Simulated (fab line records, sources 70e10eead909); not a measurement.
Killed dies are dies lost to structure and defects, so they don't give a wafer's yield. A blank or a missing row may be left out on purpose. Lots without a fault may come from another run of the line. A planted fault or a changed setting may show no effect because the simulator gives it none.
fab line records | flow nand_harc
record lots=7 wafers=21 last_day=23
route steps=1159 shown P_GATE@117 END@1159
lots that met no fault: from a run of the same line without faults
start_h: hours from the record's first day to the start of the lot's first wafer shown | wait_h: hours since the lot's step before | " the same as in the row above | L1.1+2: a row that stands for several wafers | - no value, or no start given | * or withheld: withheld | < > ~ a bound
route shown NAME@n: a module of which the file shows steps, and the number in the route of the first | usual: mean/standard deviation of fault-free wafers | same: alike in all rows | chamber/n: place in a boat | sites: the reading at each site | _std_site: their standard deviation | _edge_site: outer sites' mean less inner sites' | radius_mm: how far each site lies from the wafer's centre | mask NAME#n: copy n | behind: the tool/chamber that last shaped the wafer | hold: why the lot was held/for how many hours/how that ended | device: the transistor (n, p or np) that didn't switch | end of line: the same wafers' tests at the end of the route | a step without rows: its recipe alone | killed: dies lost to structure and defects at the first sort, not the wafer's yield | map: a wafer's dies, x killed, . not, _ none there
set.NAME: the setting as run; set.NAME@STEP: as run at that earlier step | model.NAME: the simulator's own value behind a step, which no gauge read
lots at some steps of the route; a table a step, a row a wafer
services: from which hour (start_h, from the record's first day; less than 0 if before it) a tool's chamber was out of use, for how many hours, and why
## steps
# step NHARC_P_GATE_SOFTBAKE_06
# recipe temp_c=122 time_s=95
# step NHARC_P_GATE_EBR_07
# step NHARC_P_GATE_EXPOSE_08
# recipe na=0.6 dose_mj=16.75 mask_id=P_HV
# step NHARC_P_GATE_PEB_09
# recipe peb_temp_c=118 peb_time_s=85
# step NHARC_P_GATE_DEVELOP_10
# recipe time_s=70
# step NHARC_P_GATE_CD_MEAS_11
# recipe target_cd_nm=1640 landing_energy_ev=500
# usual cd_nm=1639.4/1.8
# columns lot.wafer tool chamber start_h wait_h cd_nm
L867.3 cd_sem-01 0 123.74 - 1640.7
L867.4 " 0 " " 1640.6
L867.6 " 0 " " 1640.1
L868.1 cd_sem-03 0 134.96 - 1640.9
L868.2 " 0 " " 1642.1
L868.6 " 0 " " 1636.8
L873.1 cd_sem-03 0 162.88 - 1637.4
L873.2 " 0 " " 1640.1
L873.3 " 0 " " 1639.4
L876.1 cd_sem-03 0 173.70 - 1641.1
L876.4 " 0 " " 1637.4
L876.5 " 0 " " 1641.7
L875.3 cd_sem-02 0 173.87 - 1637.4
L875.4 " 0 " " 1640.0
L875.5 " 0 " " 1638.3
L874.1 cd_sem-03 0 174.02 - 1640.4
L874.3 " 0 " " 1637.7
L874.5 " 0 " " 1641.7
L877.2 cd_sem-03 0 187.72 - 1639.8
L877.4 " 0 " " 1637.7
L877.6 " 0 " " 1637.6
# step NHARC_P_GATE_HARDBAKE_12
# recipe temp_c=125 time_s=80
# step NHARC_P_GATE_DESCUM_13
# recipe time_s=3 o2_flow_sccm=200 ar_flow_sccm=0 bias_power_w=0 chemistry=O2
# usual drypump_motor_current_A=5.9/0.46 oes_product_au=0.999/0.0092 rf_vpp_V=57.7/0.91 showerhead_plenum_p_Torr=1.89/0.084 throttle_valve_pct=11.311/0.0097
# columns lot.wafer tool chamber start_h wait_h drypump_motor_current_A oes_product_au rf_hours_counter_h rf_vpp_V showerhead_plenum_p_Torr throttle_valve_pct
L867.3 rie_diel-05 3 123.91 - 5.7 0.982 24 59.3 2.01 11.301
L867.4 " 3 " " 5.6 0.990 - 58.5 2.01 11.317
L867.6 " 0 " " 5.8 0.992 - 57.5 1.80 11.293
L868.1 rie_diel-02 0 135.12 - 6.4 1.007 57 57.0 1.80 11.298
L868.2 " 2 " " 5.4 1.003 56 58.5 2.02 11.310
L868.6 " 1 " " 5.9 1.015 - 57.6 1.93 11.323
L873.1 rie_diel-05 2 163.04 - 6.6 0.993 34 56.8 1.83 11.334
L873.2 " 3 " " 5.7 0.978 34 58.8 2.01 11.301
L873.3 " 0 " " 5.8 0.986 35 57.9 1.80 11.302
L876.1 rie_diel-13 0 173.86 - 5.1 1.014 27 58.1 1.84 11.325
L876.4 " 1 " " 5.6 1.014 27 58.0 1.94 11.307
L876.5 " 0 " " 5.1 1.018 - 57.2 1.84 11.318
L875.3 rie_diel-02 2 174.06 - 5.4 1.009 6 57.7 2.02 11.310
L875.5 " 3 " " 5.9 1.003 - 56.7 1.97 11.316
L875.4 " 2 " " 5.4 1.006 - 57.1 2.02 11.313
L874.1 rie_diel-05 2 174.18 - 6.6 0.998 0 57.0 1.83 11.301
L874.3 " 0 " " 5.8 0.998 0 58.0 1.80 11.305
L874.5 " 3 " " 5.6 0.987 - 56.9 2.01 11.304
L877.2 rie_diel-02 0 187.88 - 6.4 1.002 6 56.2 1.80 11.320
L877.4 " 0 " " 6.4 1.007 - 57.4 1.80 11.313
L877.6 " 1 " " 5.9 0.992 - 58.3 1.93 11.294
# step NHARC_P_GATE_ETCH_14
# recipe target_depth_a=488 chemistry=dHF material=SiO2
# step NHARC_P_GATE_STRIP_15
# recipe time_s=780 temp_c=130 chemistry=SPM
# step NHARC_P_GATE_PRECLEAN_71
# recipe time_s=* temp_c=50 bath_age_min=0 chemistry=SC1
# step NHARC_P_GATE_SRD_72
# step NHARC_P_GATE_OXIDE_16
# recipe target_thk_a=30 temp_c=875 ox_time_s=392 material=SiO2
# same ox_time_s=392
# columns lot.wafer tool chamber start_h wait_h
L867.3+4+6 furnace-01 0 127.30 -
L868.1+2+6 furnace-07 0 139.13 -
L873.1+2+3 furnace-01 0 166.60 -
L874.1+3+5 furnace-07 0 177.17 -
L875.3+4+5 furnace-07 0 177.17 -
L876.1+4+5 furnace-07 0 177.17 -
L877.2+4+6 furnace-01 0 191.43 -
# step NHARC_P_GATE_CVD_17
# recipe target_thk_a=1500 temp_c=620 time_s=900 material=poly-Si
# step NHARC_P_GATE_HM_DEP_102
# recipe target_thk_a=1200 temp_c=400 material=aC
# usual throttle_valve_pct=35.001/0.0087
# columns lot.wafer tool chamber start_h wait_h throttle_valve_pct
L867.3 acl_dep-02 0 139.40 2.5 34.997
L867.4 " 0 " " 35.007
L867.6 " 0 " " 35.004
L868.1 acl_dep-02 0 147.98 0.4 34.993
L868.2 " 0 " " 34.994
L868.6 " 0 " " 35.008
L873.1 acl_dep-03 0 177.30 2.2 35.001
L873.2 " 0 " " 34.997
L873.3 " 0 " " 34.999
L874.1 acl_dep-02 0 187.99 2.3 35.000
L874.3 " 0 " " 35.015
L874.5 " 0 " " 35.003
L876.1 acl_dep-02 0 188.64 2.9 34.994
L876.4 " 0 " " 34.987
L876.5 " 0 " " 35.000
L875.3 acl_dep-03 0 189.21 3.5 34.995
L875.4 " 0 " " 35.006
L875.5 " 0 " " 35.006
L877.2 acl_dep-01 0 200.56 0.5 35.003
L877.4 " 0 " " 34.995
L877.6 " 0 " " 35.010
# step NHARC_P_GATE_DEP_103
# recipe target_thk_a=300 target_thk_nm=30 temp_c=400 flow_sccm=200 rf_w=350 material=SiON
# usual heater_power_w=739/90
# columns lot.wafer tool chamber start_h wait_h heater_power_w since_wet_clean_h
L867.3 pecvd-01 0 139.84 0.3 778 71
L867.4 " 0 " " 772 -
L867.6 " 2 " " 701 -
L868.1 pecvd-01 0 148.64 0.6 857 79
L868.2 " 1 " " 812 79
L868.6 " 1 " " 788 -
L873.1 pecvd-03 1 177.95 0.6 766 54
L873.2 " 2 " " 677 54
L873.3 " 0 " " 822 54
L874.1 pecvd-02 2 188.70 0.6 820 23
L874.3 " 2 " " 808 -
L874.5 " 2 " " 807 -
L876.1 pecvd-03 1 189.30 0.6 837 65
L876.4 " 2 " " 630 -
L876.5 " 0 " " 777 -
L875.3 pecvd-02 2 189.77 0.5 864 -
L875.4 " 0 " " 572 -
L875.5 " 0 " " 573 -
L877.2 pecvd-03 2 201.15 0.5 709 77
L877.4 " 2 " " 728 -
L877.6 " 0 " " 817 -
# step NHARC_P_GATE_DEHYDRATE_18
# recipe temp_c=150 time_s=120
# step NHARC_P_GATE_HMDS_19
# recipe time_s=30
# step NHARC_P_GATE_COAT_20
# recipe spin_rpm=1500 resist_thk_nm=90
# step NHARC_P_GATE_SOFTBAKE_21
# recipe temp_c=105 time_s=55
# step NHARC_P_GATE_EBR_22
# step NHARC_P_GATE_EXPOSE_23
# recipe na=1.35 target_cd_nm=120 dose_mj=93.91 mask_id=P_GATE
# step NHARC_P_GATE_PEB_24
# recipe peb_temp_c=100 peb_time_s=65
# step NHARC_P_GATE_DEVELOP_25
# recipe develop_time_s=35 dev_temp_c=23
# step NHARC_P_GATE_CD_MEAS_26
# recipe target_cd_nm=120 landing_energy_ev=500
# usual cd_nm=119.8/0.66
# columns lot.wafer tool chamber start_h wait_h cd_nm
L867.3 cd_sem-01 0 140.66 - 120.0
L867.4 " 0 " " 120.1
L867.6 " 0 " " 119.3
L868.1 cd_sem-01 0 149.32 - 119.6
L868.2 " 0 " " 119.2
L868.6 " 0 " " 119.8
L873.1 cd_sem-03 0 178.63 - 119.1
L873.2 " 0 " " 119.4
L873.3 " 0 " " 119.6
L874.1 cd_sem-02 0 189.30 - 119.0
L874.3 " 0 " " 119.0
L874.5 " 0 " " 120.1
L876.1 cd_sem-03 0 189.98 - 120.7
L876.4 " 0 " " 120.1
L876.5 " 0 " " 120.2
L875.3 cd_sem-01 0 190.46 - 118.3
L875.4 " 0 " " 119.0
L875.5 " 0 " " 119.0
L877.2 cd_sem-03 0 201.83 - 119.0
L877.4 " 0 " " 120.2
L877.6 " 0 " " 119.2
# step NHARC_P_GATE_OVL_MEAS_27
# usual overlay_x_nm=0.0/0.84 overlay_y_nm=-0.1/0.87
# columns lot.wafer tool chamber start_h wait_h overlay_x_nm overlay_y_nm
L867.3 overlay-01 - 140.74 - -0.2 2.0
L867.4 " - " " -0.2 1.7
L867.6 " - " " -0.7 1.4
L868.1 overlay-01 - 149.41 - -1.5 0.1
L868.2 " - " " -1.7 0.7
L868.6 " - " " -1.6 0.6
L873.1 overlay-02 - 178.72 - -0.2 -0.7
L873.2 " - " " 0.0 -0.4
L873.3 " - " " 0.5 -0.8
L874.1 overlay-02 - 189.38 - -0.4 -1.2
L874.3 " - " " -1.1 -1.1
L874.5 " - " " -0.6 -0.8
L876.1 overlay-02 - 190.07 - 0.0 0.1
L876.4 " - " " 0.3 0.0
L876.5 " - " " 0.1 0.2
L875.3 overlay-01 - 190.54 - 0.2 -0.4
L875.4 " - " " 0.0 0.2
L875.5 " - " " -0.4 0.3
L877.2 overlay-02 - 201.93 - -0.8 -0.9
L877.4 " - " " -0.8 -1.2
L877.6 " - " " -1.0 -1.5
# step NHARC_P_GATE_INSPECT_28
# usual raw_defect_count=6.4/2.7
# columns lot.wafer tool chamber start_h wait_h hold raw_defect_count
L867.3 defect_inspect-02 - 140.78 0.0 - 8
L867.4 " - " " - 6
L867.6 " - " " - 4
L868.1 defect_inspect-01 - 149.44 0.0 - 7
L868.2 " - " " - 10
L868.6 " - " " - 4
L873.1 defect_inspect-01 - 178.76 0.0 - 6
L873.2 " - " " - 13
L873.3 " - " " - 5
L874.1 defect_inspect-01 - 189.42 0.0 await_dispo/0.2h/release 1274
L874.3 " - " " await_dispo/0.2h/release 1292
L874.5 " - " " await_dispo/0.2h/release 1327
L874.1 defect_inspect-01 - 189.59 0.2 - 1272
L874.3 " - " " - 1310
L874.5 " - " " - 1324
L876.1 defect_inspect-02 - 190.10 0.0 await_dispo/0.2h/release 1279
L876.4 " - " " await_dispo/0.2h/release 1336
L876.5 " - " " await_dispo/0.2h/release 1264
L876.1 defect_inspect-02 - 190.27 0.2 - 1293
L876.4 " - " " - 1351
L876.5 " - " " - 1274
L875.3 defect_inspect-01 - 190.58 0.0 await_dispo/0.2h/release 1317
L875.4 " - " " await_dispo/0.2h/release 1277
L875.5 " - " " await_dispo/0.2h/release 1303
L875.3 defect_inspect-01 - 190.75 0.2 - 1311
L875.4 " - " " - 1279
L875.5 " - " " - 1304
L877.2 defect_inspect-01 - 201.96 0.0 - 6
L877.4 " - " " - 11
L877.6 " - " " - 9
# step NHARC_END_SORT_01
# recipe temp_c=25
# usual defect_limited_yield=95.4/1.7 killed_at_array=27/11 killed_at_other=0.6/0.89 killed_at_periphery=3.0/2.4 killed_dies=31/12 killed_open=3.2/1.6 killed_short=2.0/1.5 sort_bin_2_pct=1.5/0.69 sort_bin_3_pct=0.23/0.22 sort_bin_4_pct=2.9/1.1 sort_n_pass=646/12 sort_rim_yield_pct=94/3.3 sort_yield_pct=95.4/1.7
# same gross_dies=677 sort_bin_5_pct[%]=0 sort_bin_6_pct[%]=0 sort_bin_7_pct[%]=0 sort_bin_8_pct[%]=0 sort_rim_n_gross=106.00
# columns lot.wafer tool chamber start_h wait_h defect_limited_yield[%] killed_at_array killed_at_other killed_at_periphery killed_dies killed_open killed_short sort_bin_2_pct[%] sort_bin_3_pct[%] sort_bin_4_pct[%] sort_n_pass sort_rim_yield_pct[%] sort_yield_pct[%]
L867.3 prober-02 0 500.37 3.1 94.1 39 0 1 40 5 1 1.3 0.44 4.1 637 94 94.1
L867.4 prober-02 0 501.17 3.4 94.8 32 1 2 35 2 5 1.3 0.30 3.5 642 90 94.8
L867.6 prober-02 0 502.77 4.0 94.7 32 2 2 36 2 2 1.6 0.30 3.4 641 90 94.7
L877.2 prober-01 0 556.30 2.8 96.5 19 4 1 24 4 0 1.0 0.44 2.1 653 94 96.5
L877.4 prober-01 0 557.89 3.4 96.0 24 2 1 27 5 1 1.0 0.59 2.4 650 92 96.0
L877.6 prober-01 0 559.48 4.0 94.7 32 0 4 36 7 2 1.6 0 3.7 641 92 94.7
# killed by level:class
L867.3 A_CHANNEL_HOLE_D1:chamber_film_flake=15 A_SLIT:chamber_film_flake=13 A_CONTACT:chamber_film_flake=3 A_ZERO_WELL:chamber_film_flake=2 P_CONTACT:geometric_particle:open=1 A_ONON_D1:geometric_particle:open=1 A_SGD_CUT:geometric_particle:short=1 A_CONTACT:geometric_particle:open=1
L867.4 A_SLIT:chamber_film_flake=13 A_CHANNEL_HOLE_D1:chamber_film_flake=9 A_SOURCE_PLATE:geometric_particle:short=2 A_STAIRCASE:chamber_film_flake=2 P_M0:geometric_particle:short=1 A_SOURCE_PLATE:geometric_particle:open=1 A_WL_FILL:geometric_particle:short=1 A_CONTACT:geometric_particle:short=1
L867.6 A_CHANNEL_HOLE_D1:chamber_film_flake=13 A_SLIT:chamber_film_flake=10 A_ZERO_WELL:chamber_film_flake=3 P_GATE:chamber_film_flake=2 A_STAIRCASE:chamber_film_flake=2 A_ONON_D1:geometric_particle:open=1 A_WL_FILL:geometric_particle:short=1 A_CONTACT:geometric_particle:open=1
L877.2 A_CHANNEL_HOLE_D1:chamber_film_flake=12 THIN_TSV:chamber_film_flake=4 A_CHANNEL_FILL_D1:chamber_film_flake=3 P_GATE:geometric_particle:open=1 A_ONON_D1:geometric_particle:open=1 A_CHANNEL_HOLE_D1:geometric_particle:open=1 A_CHANNEL_FILL_D1:geometric_particle:open=1 A_STAIRCASE:chamber_film_flake=1
L877.4 A_CHANNEL_HOLE_D1:chamber_film_flake=16 A_CONTACT:geometric_particle:open=3 A_CONTACT:chamber_film_flake=3 A_ONON_D1:geometric_particle:open=1 A_CONTACT:geometric_particle:short=1 P_M2:chamber_film_flake=1 STARTING-WAFER:geometric_particle:open=1 THIN_TSV:chamber_film_flake=1
L877.6 A_CHANNEL_HOLE_D1:chamber_film_flake=14 A_CONTACT:chamber_film_flake=7 P_M0:geometric_particle:open=2 A_CONTACT:geometric_particle:open=2 A_STAIRCASE:chamber_film_flake=2 P_M1:geometric_particle:short=1 A_ONON_D1:geometric_particle:open=1 A_CHANNEL_FILL_D1:geometric_particle:open=1
## services
# columns tool chamber start_h hours kind
rie_diel-13 0 101.15 9.2 repair
rie_diel-02 0 106.20 - clean
rie_diel-02 1 106.20 - clean
rie_diel-02 2 106.20 - clean
rie_diel-02 3 106.20 - clean
pecvd-03 - 111.03 13.0 pm
pecvd-03 0 111.03 13.0 vent_cycle
pecvd-03 1 111.03 13.0 vent_cycle
pecvd-03 2 111.03 13.0 vent_cycle
rie_diel-05 1 112.26 52.3 repair
acl_dep-01 - 113.08 13.0 pm
rie_diel-05 0 118.29 - clean
rie_diel-05 2 118.29 - clean
rie_diel-02 3 120.17 5.6 repair
pecvd-03 2 143.64 17.0 repair
rie_diel-02 - 150.78 9.0 pm
pecvd-02 - 153.02 13.0 pm
pecvd-03 - 157.55 1.4 repair
rie_diel-05 - 160.11 0.2 repair
rie_diel-05 - 163.60 9.0 pm
rie_diel-02 0 166.70 11.0 repair
acl_dep-02 - 169.72 13.0 pm
rie_diel-02 2 178.96 18.6 repair
pecvd-02 1 186.30 4.6 repair
## key
first_sign step=NHARC_P_GATE_INSPECT_28 reading=visit direction=added
effect step=NHARC_P_GATE_INSPECT_28 reading=raw_defect_count direction=up sigmas=99+ usual=6.4 struck=1296.6
met_at NHARC_P_GATE_OXIDE_16
struck_wafers L874.1,L874.3,L874.5,L875.3,L875.4,L875.5,L876.1,L876.4,L876.5
scrapped_behind NHARC_P_GATE_INSPECT_28 L874.1,L874.3,L874.5,L875.3,L875.4,L875.5,L876.1,L876.4,L876.5
onset_between 139.13 177.17
fault kind=chamber_particle_source tool=furnace-07 chamber=- onset_h=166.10 steps=NHARC_P_GATE_OXIDE_16 rate_per_visit_cm2=2.0096 end_h=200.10
